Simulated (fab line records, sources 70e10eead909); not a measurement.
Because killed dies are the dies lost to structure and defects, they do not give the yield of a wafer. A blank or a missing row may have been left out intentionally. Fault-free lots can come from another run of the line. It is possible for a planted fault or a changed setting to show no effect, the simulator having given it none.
Matching of chambers || flow nand-harc || NHARC_P_BONDPAD_CMP_32 on cmp-03 has 4 sister chambers
The step polishes SiCN, target thk 200 nm. 20 wafers are shown with their chamber, then 10 later ones without.

## WAFERS, EACH WITH ITS CHAMBER
{"wafer": "L074.2", "chamber": 3, "motor-current-A (A)": 11.6}
{"wafer": "L074.3", "chamber": 0, "motor-current-A (A)": 10.9}
{"wafer": "L074.6", "chamber": 0, "motor-current-A (A)": 10.3}
{"wafer": "L077.3", "chamber": 0, "motor-current-A (A)": 10.3}
{"wafer": "L077.4", "chamber": 3, "motor-current-A (A)": 10.7}
{"wafer": "L077.6", "chamber": 0, "motor-current-A (A)": 10.1}
{"wafer": "L078.1", "chamber": 3, "motor-current-A (A)": 12.1}
{"wafer": "L078.4", "chamber": 2, "motor-current-A (A)": 10.7}
{"wafer": "L078.6", "chamber": 0, "motor-current-A (A)": 10.6}
{"wafer": "L079.1", "chamber": 0, "motor-current-A (A)": 9.8}
{"wafer": "L079.2", "chamber": 2, "motor-current-A (A)": 11.0}
{"wafer": "L079.4", "chamber": 1, "motor-current-A (A)": 10.1}
{"wafer": "L084.1", "chamber": 1, "motor-current-A (A)": 10.8}
{"wafer": "L084.3", "chamber": 2, "motor-current-A (A)": 10.7}
{"wafer": "L084.5", "chamber": 1, "motor-current-A (A)": 10.4}
{"wafer": "L087.2", "chamber": 0, "motor-current-A (A)": 10.3}
{"wafer": "L087.4", "chamber": 1, "motor-current-A (A)": 9.9}
{"wafer": "L087.5", "chamber": 3, "motor-current-A (A)": 12.5}
{"wafer": "L089.1", "chamber": 3, "motor-current-A (A)": 12.2}
{"wafer": "L089.2", "chamber": 1, "motor-current-A (A)": 10.3}

SIGNATURES, as means of the wafers listed above
{"reading": "motor-current-A", "chamber 0": 10.329, "chamber 1": 10.300, "chamber 2": 10.800, "chamber 3": 11.820, "scatter within a chamber": 0.45}
Rule: for a wafer and a chamber, the distance is found by dividing, reading by reading, the gap between the wafer's reading and the chamber's mean by the reading's scatter, squaring, summing and taking the root. The wafer belongs to the nearest chamber; if the next one is less than 2 further off, it can't be placed. The scatter is the square root of a quotient: the sum, over the shown wafers, of each reading's squared deviation from its chamber's mean, divided by wafers minus chambers.

## WAFERS WITH NO CHAMBER GIVEN
{"wafer": "L089.3", "motor-current-A (A)": 11.1}
{"wafer": "L092.1", "motor-current-A (A)": 10.3}
{"wafer": "L092.3", "motor-current-A (A)": 10.2}
{"wafer": "L092.6", "motor-current-A (A)": 10.7}
{"wafer": "L093.3", "motor-current-A (A)": 11.9}
{"wafer": "L093.5", "motor-current-A (A)": 12.3}
{"wafer": "L093.6", "motor-current-A (A)": 10.2}
{"wafer": "L096.1", "motor-current-A (A)": 11.1}
{"wafer": "L096.2", "motor-current-A (A)": 10.9}
{"wafer": "L096.3", "motor-current-A (A)": 10.3}

## EACH ONE'S CHAMBER
{"wafer": "L089.3", "from the rows above": "can't be placed: 2 or 3 or 0 or 1", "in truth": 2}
{"wafer": "L092.1", "from the rows above": "can't be placed: 1 or 0 or 2", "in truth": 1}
{"wafer": "L092.3", "from the rows above": "can't be placed: 1 or 0 or 2", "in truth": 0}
{"wafer": "L092.6", "from the rows above": "can't be placed: 2 or 0 or 1", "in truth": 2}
{"wafer": "L093.3", "from the rows above": 3, "in truth": 3}
{"wafer": "L093.5", "from the rows above": 3, "in truth": 3}
{"wafer": "L093.6", "from the rows above": "can't be placed: 1 or 0 or 2", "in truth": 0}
{"wafer": "L096.1", "from the rows above": "can't be placed: 2 or 3 or 0 or 1", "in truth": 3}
{"wafer": "L096.2", "from the rows above": "can't be placed: 2 or 0 or 1 or 3", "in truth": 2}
{"wafer": "L096.3", "from the rows above": "can't be placed: 1 or 0 or 2", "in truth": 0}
Placed correctly: 2 of 10. From these rows, 8 cannot be placed; in 8 the true chamber is one of the candidates. Wrongly placed: 0.
